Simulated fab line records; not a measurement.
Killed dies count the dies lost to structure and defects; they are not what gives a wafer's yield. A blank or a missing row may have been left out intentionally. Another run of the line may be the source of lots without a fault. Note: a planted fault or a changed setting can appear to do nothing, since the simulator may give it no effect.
Which tool did it?    flow nand_harc    Sampling: 24 lots, 72 wafers, 6 of 1302 route steps

## WHAT EACH GAUGE READ, for each wafer
No reading from a measuring or inspecting step in the record can be judged against a usual standard deviation.

## WHICH TOOL RAN EACH LOT (tool, then ch and the chambers of the sampled wafers, then the start)
lot   NHARC_A_STAIRCASE_STRIP_205           NHARC_A_STAIRCASE_ETCH_227                     NHARC_A_STAIRCASE_HM_OPEN_457                  NHARC_A_STAIRCASE_ETCH_273                     NHARC_A_STAIRCASE_DESCUM_312        NHARC_A_STAIRCASE_ETCH_315
L075  plasma_asher-01 ch 0,1, day 15 20:51  rie_diel-03 ch 0,1, day 17 10:08 or earlier    rie_diel-13 ch 0,2,3, day 17 10:08 or earlier  rie_diel-13 ch 0,1,2, day 17 10:08 or earlier  rie_diel-07 ch 1,3, day 17 10:08    rie_diel-07 ch 1,2,3, no start
L074  plasma_asher-02 ch 0,1, day 16 07:28  rie_diel-13 ch 0,3, day 17 17:22 or earlier    rie_diel-13 ch 2,3, day 17 17:22 or earlier    rie_diel-13 ch 1,3, day 17 17:22 or earlier    rie_diel-03 ch 2,3, day 17 17:22    rie_diel-03 ch 0,1,3, no start
L077  plasma_asher-02 ch 0,1, day 16 15:41  rie_diel-07 ch 0,2,3, day 17 17:56 or earlier  rie_diel-07 ch 0,1,3, day 17 17:56 or earlier  rie_diel-07 ch 0,2,3, day 17 17:56 or earlier  rie_diel-13 ch 1,2,3, day 17 17:56  rie_diel-13 ch 1,2,3, no start
L076  plasma_asher-02 ch 0, day 16 16:28    rie_diel-13 ch 0,2,3, day 18 00:19 or earlier  rie_diel-03 ch 0,3, day 18 00:19 or earlier    rie_diel-03 ch 1,2,3, day 18 00:19 or earlier  rie_diel-07 ch 0,1,3, day 18 00:19  rie_diel-07 ch 0,1, no start
L078  plasma_asher-01 ch 0,1, day 17 17:58  rie_diel-13 ch 0,2,3, day 18 16:41 or earlier  rie_diel-07 ch 1,2,3, day 18 16:41 or earlier  rie_diel-07 ch 2,3, day 18 16:41 or earlier    rie_diel-13 ch 2,3, day 18 16:41    rie_diel-13 ch 0,1,2, no start
L080  plasma_asher-01 ch 0,1, day 18 19:28  rie_diel-03 ch 0,3, day 20 01:04 or earlier    rie_diel-03 ch 1,2, day 20 01:04 or earlier    rie_diel-03 ch 1,2, day 20 01:04 or earlier    rie_diel-03 ch 2,3, day 20 01:04    rie_diel-03 ch 2,3, no start
L082  plasma_asher-01 ch 0,1, day 18 19:41  rie_diel-07 ch 0,3, day 20 00:42 or earlier    rie_diel-07 ch 0,3, day 20 00:42 or earlier    rie_diel-07 ch 0,3, day 20 00:42 or earlier    rie_diel-13 ch 0,2, day 20 00:42    rie_diel-13 ch 0,1, no start
L079  plasma_asher-01 ch 0,1, day 18 20:40  rie_diel-07 ch 0,2, day 19 22:14 or earlier    rie_diel-13 ch 0,2,3, day 19 22:14 or earlier  rie_diel-13 ch 2,3, day 19 22:14 or earlier    rie_diel-03 ch 1,2,3, day 19 22:14  rie_diel-03 ch 1,2, no start
L081  plasma_asher-02 ch 0,1, day 19 03:31  rie_diel-13 ch 1,2, day 20 00:13 or earlier    rie_diel-13 ch 0,3, day 20 00:13 or earlier    rie_diel-13 ch 0,1,2, day 20 00:13 or earlier  rie_diel-07 ch 0,2,3, day 20 00:13  rie_diel-07 ch 0,2,3, no start
L085  plasma_asher-01 ch 0, day 20 03:17    rie_diel-07 ch 0,2, day 21 02:20 or earlier    rie_diel-13 ch 1,2,3, day 21 02:20 or earlier  rie_diel-13 ch 2,3, day 21 02:20 or earlier    rie_diel-13 ch 1,3, day 21 02:20    rie_diel-13 ch 0,3, no start
L083  plasma_asher-01 ch 0,1, day 20 04:07  rie_diel-07 ch 0,3, day 21 04:17 or earlier    rie_diel-03 ch 0,2,3, day 21 04:17 or earlier  rie_diel-03 ch 0,1,3, day 21 04:17 or earlier  rie_diel-03 ch 0,1,2, day 21 04:17  rie_diel-03 ch 0,1, no start
L084  plasma_asher-02 ch 0,1, day 20 07:33  rie_diel-07 ch 1,2, day 21 06:02 or earlier    rie_diel-03 ch 1,2,3, day 21 06:02 or earlier  rie_diel-03 ch 2,3, day 21 06:02 or earlier    rie_diel-13 ch 0,1,2, day 21 06:02  rie_diel-13 ch 1,3, no start
L086  plasma_asher-01 ch 0,1, day 21 09:12  rie_diel-03 ch 1,3, day 22 09:49 or earlier    rie_diel-07 ch 1,2, day 22 09:49 or earlier    rie_diel-07 ch 0,3, day 22 09:49 or earlier    rie_diel-07 ch 0,1,3, day 22 09:49  rie_diel-07 ch 0,1, no start
L087  plasma_asher-02 ch 0,1, day 22 00:54  rie_diel-03 ch 0,2,3, day 23 08:02 or earlier  rie_diel-07 ch 0,2,3, day 23 08:02 or earlier  rie_diel-07 ch 0,1,3, day 23 08:02 or earlier  rie_diel-07 ch 0,2,3, day 23 08:02  rie_diel-07 ch 0,2,3, no start
L088  plasma_asher-01 ch 0,1, day 22 01:34  rie_diel-13 ch 1,2,3, day 23 08:12 or earlier  rie_diel-03 ch 2,3, day 23 08:12 or earlier    rie_diel-03 ch 0,1,2, day 23 08:12 or earlier  rie_diel-13 ch 0,1, day 23 08:12    rie_diel-13 ch 0,1,2, no start
L090  plasma_asher-02 ch 0,1, day 22 13:18  rie_diel-07 ch 0,2,3, day 23 14:57 or earlier  rie_diel-03 ch 0,1,2, day 23 14:57 or earlier  rie_diel-03 ch 1,2,3, day 23 14:57 or earlier  rie_diel-03 ch 1,2,3, day 23 14:57  rie_diel-03 ch 1,2,3, no start
L089  plasma_asher-01 ch 0,1, day 22 13:23  rie_diel-03 ch 0,1, day 23 11:43 or earlier    rie_diel-07 ch 1,2,3, day 23 11:43 or earlier  rie_diel-07 ch 0,3, day 23 11:43 or earlier    rie_diel-03 ch 1,2,3, day 23 11:43  rie_diel-03 ch 0,2, no start
L091  plasma_asher-01 ch 0, day 23 11:56    rie_diel-03 ch 0,1,3, day 24 11:26 or earlier  rie_diel-03 ch 0,1, day 24 11:26 or earlier    rie_diel-03 ch 0,1,2, day 24 11:26 or earlier  rie_diel-03 ch 1,3, day 24 11:26    rie_diel-03 ch 0,1,2, no start
L093  plasma_asher-02 ch 0,1, day 23 16:42  rie_diel-07 ch 0,1,2, day 24 16:24 or earlier  rie_diel-13 ch 0,2,3, day 24 16:24 or earlier  rie_diel-13 ch 0,2,3, day 24 16:24 or earlier  rie_diel-07 ch 0,2,3, day 24 16:24  rie_diel-07 ch 0,1,2, no start
L092  plasma_asher-02 ch 0,1, day 23 17:10  rie_diel-13 ch 1,2, day 24 18:28 or earlier    rie_diel-07 ch 0,2, day 24 18:28 or earlier    rie_diel-07 ch 1,3, day 24 18:28 or earlier    rie_diel-07 ch 0,1,3, day 24 18:28  rie_diel-07 ch 0,2, no start
L094  plasma_asher-02 ch 0,1, day 24 13:02  rie_diel-13 ch 1,2,3, day 25 08:54 or earlier  rie_diel-13 ch 1,2,3, day 25 08:54 or earlier  rie_diel-13 ch 0,2,3, day 25 08:54 or earlier  rie_diel-07 ch 0,2, day 25 08:54    rie_diel-07 ch 0,1, no start
L095  plasma_asher-02 ch 0,1, day 24 13:41  rie_diel-07 ch 2,3, day 25 13:52 or earlier    rie_diel-03 ch 1,2,3, day 25 13:52 or earlier  rie_diel-03 ch 1,2,3, day 25 13:52 or earlier  rie_diel-07 ch 0,2, day 25 13:52    rie_diel-07 ch 0,1, no start
L096  plasma_asher-01 ch 0,1, day 25 14:35  rie_diel-07 ch 1,2, day 26 12:20 or earlier    rie_diel-13 ch 0,1,2, day 26 12:20 or earlier  rie_diel-13 ch 0,1, day 26 12:20 or earlier    rie_diel-13 ch 0,2, day 26 12:20    rie_diel-13 ch 1,2,3, no start
L097  plasma_asher-02 ch 0,1, day 25 22:54  rie_diel-03 ch 0,3, day 26 20:53 or earlier    rie_diel-07 ch 1,2,3, day 26 20:53 or earlier  rie_diel-07 ch 0,1,2, day 26 20:53 or earlier  rie_diel-03 ch 0,1,2, day 26 20:53  rie_diel-03 ch 1,2,3, no start
- NHARC_A_STAIRCASE_STRIP_205: strips in O2.
- NHARC_A_STAIRCASE_ETCH_227: etches the open film in C4F8/O2, target depth 100 nm, time 40.5 s.
- NHARC_A_STAIRCASE_HM_OPEN_457: chemistry O2/COS.
- NHARC_A_STAIRCASE_ETCH_273: etches the open film in C4F8/O2/Ar, target depth 10200 nm, time 2468.6 s.
- NHARC_A_STAIRCASE_DESCUM_312: chemistry O2, time 3 s.
- NHARC_A_STAIRCASE_ETCH_315: etches the open film in C4F8/O2/Ar, target depth 2500 nm, time 607.1 s.

## AS READ BY THE TOOLS THEMSELVES (means over the sampled wafers that have a number; for cases with no such wafer, the mark the record gives instead)
NHARC_A_STAIRCASE_STRIP_205.
lot   tool             drypump_motor_current_A (A)  heater_power_w (W)
L075  plasma_asher-01  5.7                          366
L074  plasma_asher-02  6.2                          336
L077  plasma_asher-02  6.4                          322
L076  plasma_asher-02  6.7                          325
L078  plasma_asher-01  5.7                          351
L080  plasma_asher-01  5.7                          345
L082  plasma_asher-01  5.6                          351
L079  plasma_asher-01  5.7                          362
L081  plasma_asher-02  6.4                          323
L085  plasma_asher-01  5.7                          333
L083  plasma_asher-01  5.7                          347
L084  plasma_asher-02  6.2                          343
L086  plasma_asher-01  5.7                          362
L087  plasma_asher-02  6.2                          336
L088  plasma_asher-01  5.7                          364
L090  plasma_asher-02  6.4                          328
L089  plasma_asher-01  5.7                          347
L091  plasma_asher-01  5.7                          333
L093  plasma_asher-02  6.2                          342
L092  plasma_asher-02  6.1                          338
L094  plasma_asher-02  6.1                          345
L095  plasma_asher-02  6.4                          325
L096  plasma_asher-01  5.7                          355
L097  plasma_asher-02  6.4                          319

NHARC_A_STAIRCASE_ETCH_227.
lot   tool         oes_product_au (a.u.)  rf_vpp_V (V)
L075  rie_diel-03  0.929                  892
L074  rie_diel-13  0.944                  898
L077  rie_diel-07  0.948                  890
L076  rie_diel-13  0.953                  897
L078  rie_diel-13  0.938                  897
L080  rie_diel-03  0.941                  891
L082  rie_diel-07  0.940                  889
L079  rie_diel-07  0.937                  892
L081  rie_diel-13  0.945                  898
L085  rie_diel-07  0.940                  892
L083  rie_diel-07  0.935                  888
L084  rie_diel-07  0.945                  899
L086  rie_diel-03  0.922                  895
L087  rie_diel-03  0.957                  892
L088  rie_diel-13  0.955                  898
L090  rie_diel-07  0.953                  896
L089  rie_diel-03  0.953                  891
L091  rie_diel-03  0.947                  893
L093  rie_diel-07  0.953                  894
L092  rie_diel-13  0.940                  899
L094  rie_diel-13  0.942                  898
L095  rie_diel-07  0.959                  896
L096  rie_diel-07  0.966                  898
L097  rie_diel-03  0.959                  889

NHARC_A_STAIRCASE_HM_OPEN_457.
lot   tool         cos_flow_sccm (sccm)  drypump_motor_current_A (A)  o2_flow_sccm (sccm)  oes_product_au (a.u.)  rf_vpp_V (V)  showerhead_plenum_p_Torr (Torr)  throttle_valve_pct (%)
L075  rie_diel-13  20.07                 5.8                          400.6                0.996                  468.0         3.15                             28.333
L074  rie_diel-13  19.94                 6.1                          398.9                1.003                  467.2         3.15                             28.327
L077  rie_diel-07  20.00                 6.0                          399.3                0.998                  466.3         3.06                             28.327
L076  rie_diel-03  20.06                 6.3                          401.2                0.990                  464.8         3.00                             28.326
L078  rie_diel-07  20.08                 6.1                          399.0                1.000                  465.6         3.06                             28.330
L080  rie_diel-03  20.05                 5.5                          400.0                1.001                  466.2         3.08                             28.326
L082  rie_diel-07  19.99                 5.7                          400.8                1.001                  462.4         2.94                             28.318
L079  rie_diel-13  19.98                 5.8                          400.3                0.998                  468.4         3.14                             28.329
L081  rie_diel-13  20.05                 6.0                          399.3                0.996                  469.2         3.17                             28.328
L085  rie_diel-13  19.97                 5.8                          401.1                1.003                  468.0         3.18                             28.320
L083  rie_diel-03  20.05                 6.2                          399.3                1.010                  465.2         3.04                             28.324
L084  rie_diel-03  19.98                 5.8                          401.0                1.005                  466.3         3.09                             28.336
L086  rie_diel-07  19.97                 6.1                          400.3                1.010                  466.3         3.10                             28.323
L087  rie_diel-07  19.96                 5.8                          399.7                1.013                  468.5         3.13                             28.323
L088  rie_diel-03  19.97                 6.1                          399.7                1.006                  466.0         3.08                             28.326
L090  rie_diel-03  20.03                 5.9                          400.3                1.001                  465.3         3.01                             28.329
L089  rie_diel-07  20.00                 6.1                          401.5                1.016                  469.6         3.20                             28.328
L091  rie_diel-03  20.06                 5.5                          399.9                0.995                  465.5         3.02                             28.336
L093  rie_diel-13  19.98                 5.9                          399.8                1.001                  467.5         3.12                             28.329
L092  rie_diel-07  19.97                 5.8                          400.1                1.012                  464.3         3.01                             28.324
L094  rie_diel-13  20.01                 5.8                          399.9                0.991                  466.9         3.16                             28.330
L095  rie_diel-03  20.04                 5.8                          400.0                1.005                  466.9         3.07                             28.335
L096  rie_diel-13  20.00                 5.5                          399.0                0.991                  468.2         3.16                             28.332
L097  rie_diel-07  20.03                 6.0                          399.3                1.007                  468.3         3.19                             28.332

NHARC_A_STAIRCASE_ETCH_273.
lot   tool         oes_product_au (a.u.)  rf_vpp_V (V)
L075  rie_diel-13  0.932                  1833
L074  rie_diel-13  0.927                  1838
L077  rie_diel-07  0.946                  1816
L076  rie_diel-03  0.927                  1825
L078  rie_diel-07  0.933                  1812
L080  rie_diel-03  0.924                  1824
L082  rie_diel-07  0.929                  1812
L079  rie_diel-13  0.944                  1828
L081  rie_diel-13  0.944                  1832
L085  rie_diel-13  0.952                  1824
L083  rie_diel-03  0.942                  1820
L084  rie_diel-03  0.942                  1823
L086  rie_diel-07  0.953                  1837
L087  rie_diel-07  0.935                  1834
L088  rie_diel-03  0.940                  1818
L090  rie_diel-03  0.943                  1824
L089  rie_diel-07  0.943                  1827
L091  rie_diel-03  0.949                  1817
L093  rie_diel-13  0.925                  1827
L092  rie_diel-07  0.933                  1838
L094  rie_diel-13  0.940                  1827
L095  rie_diel-03  0.928                  1822
L096  rie_diel-13  0.933                  1836
L097  rie_diel-07  0.937                  1822

NHARC_A_STAIRCASE_DESCUM_312.
lot   tool         drypump_motor_current_A (A)  o2_flow_sccm (sccm)  oes_product_au (a.u.)  rf_vpp_V (V)  showerhead_plenum_p_Torr (Torr)  throttle_valve_pct (%)
L075  rie_diel-07  5.9                          199.9                1.002                  57.9          1.85                             11.309
L074  rie_diel-03  6.1                          200.5                1.003                  57.3          1.91                             11.313
L077  rie_diel-13  5.8                          199.9                1.005                  58.3          1.96                             11.310
L076  rie_diel-07  6.0                          200.4                0.990                  57.6          1.87                             11.314
L078  rie_diel-13  6.2                          200.4                1.000                  57.5          1.92                             11.308
L080  rie_diel-03  6.2                          199.8                1.017                  58.5          1.89                             11.312
L082  rie_diel-13  5.5                          200.3                1.000                  58.1          1.93                             11.306
L079  rie_diel-03  5.8                          200.0                1.004                  56.8          1.90                             11.316
L081  rie_diel-07  5.8                          199.9                0.997                  57.5          1.82                             11.307
L085  rie_diel-13  6.0                          199.7                1.010                  57.9          1.97                             11.310
L083  rie_diel-03  5.9                          200.6                1.015                  57.1          1.85                             11.315
L084  rie_diel-13  5.5                          199.6                0.997                  58.0          1.95                             11.315
L086  rie_diel-07  6.0                          199.9                1.003                  58.5          1.96                             11.311
L087  rie_diel-07  5.8                          199.6                1.018                  58.5          1.92                             11.316
L088  rie_diel-13  5.4                          200.1                0.991                  58.0          1.97                             11.309
L090  rie_diel-03  5.8                          200.2                1.010                  57.4          1.89                             11.316
L089  rie_diel-03  5.8                          200.3                1.012                  57.0          1.89                             11.314
L091  rie_diel-03  5.4                          199.1                1.006                  57.8          1.89                             11.312
L093  rie_diel-07  5.8                          200.1                1.014                  57.9          1.92                             11.317
L092  rie_diel-07  6.0                          200.8                1.011                  58.0          1.96                             11.304
L094  rie_diel-07  5.8                          200.2                1.021                  57.0          1.84                             11.313
L095  rie_diel-07  5.8                          199.7                1.022                  56.5          1.84                             11.311
L096  rie_diel-13  5.6                          199.7                1.002                  58.0          1.89                             11.315
L097  rie_diel-03  5.9                          199.9                1.000                  57.5          1.83                             11.303

NHARC_A_STAIRCASE_ETCH_315.
lot   tool         oes_product_au (a.u.)  rf_vpp_V (V)
L075  rie_diel-07  0.931                  1822
L074  rie_diel-03  0.935                  1821
L077  rie_diel-13  0.929                  1832
L076  rie_diel-07  0.937                  1832
L078  rie_diel-13  0.926                  1832
L080  rie_diel-03  0.936                  1824
L082  rie_diel-13  0.926                  1839
L079  rie_diel-03  0.931                  1822
L081  rie_diel-07  0.935                  1815
L085  rie_diel-13  0.934                  1831
L083  rie_diel-03  0.934                  1816
L084  rie_diel-13  0.940                  1834
L086  rie_diel-07  0.942                  1824
L087  rie_diel-07  0.942                  1827
L088  rie_diel-13  0.939                  1831
L090  rie_diel-03  0.941                  1823
L089  rie_diel-03  0.950                  1813
L091  rie_diel-03  0.937                  1817
L093  rie_diel-07  0.946                  1824
L092  rie_diel-07  0.958                  1818
L094  rie_diel-07  0.936                  1823
L095  rie_diel-07  0.939                  1829
L096  rie_diel-13  0.926                  1830
L097  rie_diel-03  0.938                  1821

## THE ANSWER, worked out from the rows above alone
Rule: the usual values come from the lots themselves. The widest of any qualifying gaps counts: lots, ordered by their means at a reading, are off when they make up no more than a third of the lots, leave a main group of 4 or more, and stand apart from it by 3 or more times the standard deviation of that group's means. Not used: any main group whose means are identical at the precision the tables above print for the reading. Also off: a lot with no number at a reading for which 4 or more lots have one. Any other lot the step has rows for is counted as sound. After the gauges, taken in route order, come the tools' own readings; for these a lot's mean is taken, as printed above. At the first step where some lot is off, the reading lying furthest off is the one used; lots without a number count as furthest.
None of the lots is off at any reading shown; this tells nothing.

## WHAT HAD BEEN PUT IN BY THE SIMULATOR
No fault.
